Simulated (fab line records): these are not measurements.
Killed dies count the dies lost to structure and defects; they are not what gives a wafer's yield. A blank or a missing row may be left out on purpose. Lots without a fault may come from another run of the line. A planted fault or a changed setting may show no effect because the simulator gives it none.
Split-lot experiment    flow n5_finfet    21 wafers read across 7 lots, on a route 1938 steps long

== THE SPLIT ITSELF ==
At N5_BEOL_M0_CUTY_ETCH_63 (etches SOC in N2/H2, target depth 82.7 nm, overetch 16.5 nm, time 124 s), the setting source_w was moved away from the recipe's 840 W on 8 of the 21 wafers read, by -9.1% to +17.9%. The other wafers ran this setting at the recipe's value.

Reading taken at the split's own step.

== THE READING ==
rf_vpp_V, in V, at N5_BEOL_M0_CUTY_ETCH_63 (etches SOC in N2/H2, target depth 82.7 nm, overetch 16.5 nm, time 124 s). On this fab line, fault-free wafers typically give 524.9 V with a standard deviation of 2 V.

wafer   tool, chamber at the split  source_w as run, W  against the recipe  rf_vpp_V, V  against lot-mates on the recipe
L075.3  rie_diel-02, 1              952.3               +13.4%              502.7        -24.6
L075.4  rie_diel-02, 3              840                 recipe              527.3        -
L075.5  rie_diel-02, 1              952.3               +13.4%              501.7        -25.6
L078.1  rie_diel-02, 3              773.8               -7.9%               542.9        +17.8
L078.2  rie_diel-02, 0              840                 recipe              526.0        -
L078.6  rie_diel-02, 2              840                 recipe              524.3        -
L079.4  rie_diel-01, 1              840                 recipe              525.3        -
L079.5  rie_diel-01, 3              840                 recipe              522.1        -
L079.6  rie_diel-01, 0              840                 recipe              526.1        -
L090.3  rie_diel-04, 2              763.7               -9.1%               541.0        +16.0
L090.5  rie_diel-04, 3              840                 recipe              525.6        -
L090.6  rie_diel-04, 2              840                 recipe              524.4        -
L091.2  rie_diel-02, 1              840                 recipe              525.0        -
L091.4  rie_diel-02, 3              840                 recipe              527.4        -
L091.6  rie_diel-02, 2              887.7               +5.7%               513.1        -13.1
L092.1  rie_diel-02, 1              840                 recipe              523.8        -
L092.3  rie_diel-02, 2              990                 +17.9%              495.4        -28.4
L092.5  rie_diel-02, 2              990                 +17.9%              494.3        -29.5
L094.2  rie_diel-04, 2              931.1               +10.8%              505.6        -17.0
L094.3  rie_diel-04, 0              840                 recipe              522.5        -
L094.5  rie_diel-04, 0              840                 recipe              522.8        -

THE FIT
A straight line over all 21 wafers: rf_vpp_V changes by -1.75 V for each +1% of source_w; r = -0.99; the points scatter about the line by 1.8 V.
The same after taking each lot's own level away (the mean of its wafers on the recipe; 21 wafers): -1.75 V for each +1%; r = -0.99; scatter 1.8 V.
Per that fit: largest source_w move, reading shift of 31 V.
The span of the lots' own levels, 522.65 to 527.30 V, comes to 2.3 times the standard deviation stated above.
The two slopes are in agreement: the lot-to-lot level therefore moves the slope only a little.
Check: for one of the wafers moved furthest among these (+17.9%), held out of the fit, the line's prediction against its lot-mates is -32 V. Against them it came out at -28.4 V.
Tool readings at the split's step, against how far the setting was moved: rf_vpp_V r = -0.99.

== THE WHOLE CHAIN: every reading that the file lists as answering this split, in the file's order ==
step                     what it does                                                             reading                                                                                      change (the file's fit)                 r (the file's)
N5_BEOL_M0_CUTY_ETCH_63  etches SOC in N2/H2, target depth 82.7 nm, overetch 16.5 nm, time 124 s  rf_vpp_V                                                                                     -1.77 V for each +1% of the setting     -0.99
N5_BEOL_M0_CUTY_ETCH_63  etches SOC in N2/H2, target depth 82.7 nm, overetch 16.5 nm, time 124 s  SiO2_of_BEOL_M0_SAQP_SPACER2_ALD_26.thk_nm (the simulator's own value, which no gauge read)  -0.0363 nm for each +1% of the setting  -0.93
N5_BEOL_M0_ETCH_138      etches SiCN in CH3F/O2, target depth 12 nm, time 31.6 s                  SiO2_of_BEOL_M0_SAQP_SPACER2_ALD_26.thk_nm (the simulator's own value, which no gauge read)  -0.0314 nm for each +1% of the setting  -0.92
N5_BEOL_M0_HM_OPEN_105   chemistry Cl2/BCl3, target TiN, target depth 12 nm                       SiO2_of_BEOL_M0_SAQP_SPACER2_ALD_26.thk_nm (the simulator's own value, which no gauge read)  -0.0324 nm for each +1% of the setting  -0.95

== FILE'S OWN FIT ==
rf_vpp_V changes by -1.77 V for each +1% of source_w, r = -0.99.
